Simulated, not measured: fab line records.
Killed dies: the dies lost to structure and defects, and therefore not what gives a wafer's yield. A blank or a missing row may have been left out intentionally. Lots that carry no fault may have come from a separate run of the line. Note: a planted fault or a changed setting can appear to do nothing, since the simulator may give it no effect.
Which tool did it? ; flow n5_finfet ; 8 lots, 24 wafers sampled, at 5 steps of a route of 1938

## WHAT THE GAUGES READ, wafer by wafer
N5_BEOL_M4_RC_MEAS_101.
lot;measured;on;DIBL_N (mV/V)
L735;day 8 11:07;prober-01;38.6 34.7 34.8
L738;day 9 02:27;prober-02;35.6 38.0 37.0
L751;day 12 16:40;prober-02;39.0 38.2 37.7
L752;day 12 11:26;prober-01;35.3 34.3 34.0
L753;day 12 17:35;prober-02;33.4 33.5 36.0
L754;day 12 22:13;prober-02;35.3 37.8 35.5

## WHAT TOOL EACH LOT RAN ON (gives the tool, then ch and the chambers of the sampled wafers, and finally the start)
lot;N5_MOL_CONTACT_COAG_ETCHBACK_135;N5_MOL_CONTACT_COAG_ETCH_66;N5_MOL_CONTACT_COAG_ETCHBACK_134;N5_MOL_CONTACT_COAG_ETCH_124
L735;rie_diel-05 ch 2,3, day 5 15:16;rie_diel-01 ch 0,1,2, day 5 16:25;rie_diel-01 ch 0,1,2, day 5 16:41;rie_diel-01 ch 0,1,2, day 5 16:52
L738;rie_diel-06 ch 0,1,2, day 6 11:23;rie_diel-05 ch 0,1, day 6 12:40;rie_diel-05 ch 0,2,3, day 6 13:01;rie_diel-05 ch 0,2,3, day 6 13:13
L749;rie_diel-06 ch 0,1,3, day 9 04:25;rie_diel-01 ch 1,2,3, day 9 05:32;rie_diel-05 ch 0,2,3, day 9 05:47;rie_diel-05 ch 0,2,3, day 9 05:58
L750;rie_diel-06 ch 1,2, day 9 11:13;rie_diel-01 ch 2,3, day 9 12:15;rie_diel-06 ch 1,2,3, day 9 12:31;rie_diel-06 ch 1,2,3, day 9 12:42
L751;rie_diel-01 ch 1,2,3, day 9 17:54;rie_diel-01 ch 0,2,3, day 9 19:06;rie_diel-06 ch 1,2,3, day 9 19:22;rie_diel-06 ch 1,2,3, day 9 19:32
L752;rie_diel-06 ch 0,1,3, day 9 23:11;rie_diel-05 ch 1,2,3, day 10 00:10;rie_diel-06 ch 0,1,3, day 10 00:25;rie_diel-06 ch 0,1,3, day 10 00:37
L753;rie_diel-01 ch 0,1, day 10 02:25;rie_diel-05 ch 1,2, day 10 03:28;rie_diel-06 ch 0,1, day 10 03:47;rie_diel-06 ch 0,1, day 10 03:58
L754;rie_diel-05 ch 0,1,2, day 10 09:40;rie_diel-01 ch 0,1,3, day 10 10:41;rie_diel-05 ch 0,2, day 10 10:56;rie_diel-05 ch 0,2, day 10 11:08
- N5_MOL_CONTACT_COAG_ETCHBACK_135: etches SiO2 in CHF3, target depth 25 nm, time 16.7 s.
- N5_MOL_CONTACT_COAG_ETCH_66: etches SiARC in CF4, target depth 13 nm, time 21.7 s.
- N5_MOL_CONTACT_COAG_ETCHBACK_134: etches SiO2 in CHF3, target depth 10 nm, time 6.7 s.
- N5_MOL_CONTACT_COAG_ETCH_124: etches SiNx in CH3F/O2, stops on SiOC, target depth 6.5 nm.

## THE ANSWER, worked out from the rows above alone
Rule: what is usual is taken from the lots themselves. The widest of any qualifying gaps counts: lots, ordered by their means at a reading, are off when they make up no more than a third of the lots, leave a main group of 4 or more, and stand apart from it by 3 or more times the standard deviation of that group's means. If all means in a main group match to the digits the tables above print for the reading, that group is not used. A lot without any number at a reading at which 4 lots or more have one is off too. All remaining lots with rows at the step are treated as sound.
Nothing can be told from this: no lot is off at any reading shown.

## WHAT HAD BEEN PUT IN BY THE SIMULATOR
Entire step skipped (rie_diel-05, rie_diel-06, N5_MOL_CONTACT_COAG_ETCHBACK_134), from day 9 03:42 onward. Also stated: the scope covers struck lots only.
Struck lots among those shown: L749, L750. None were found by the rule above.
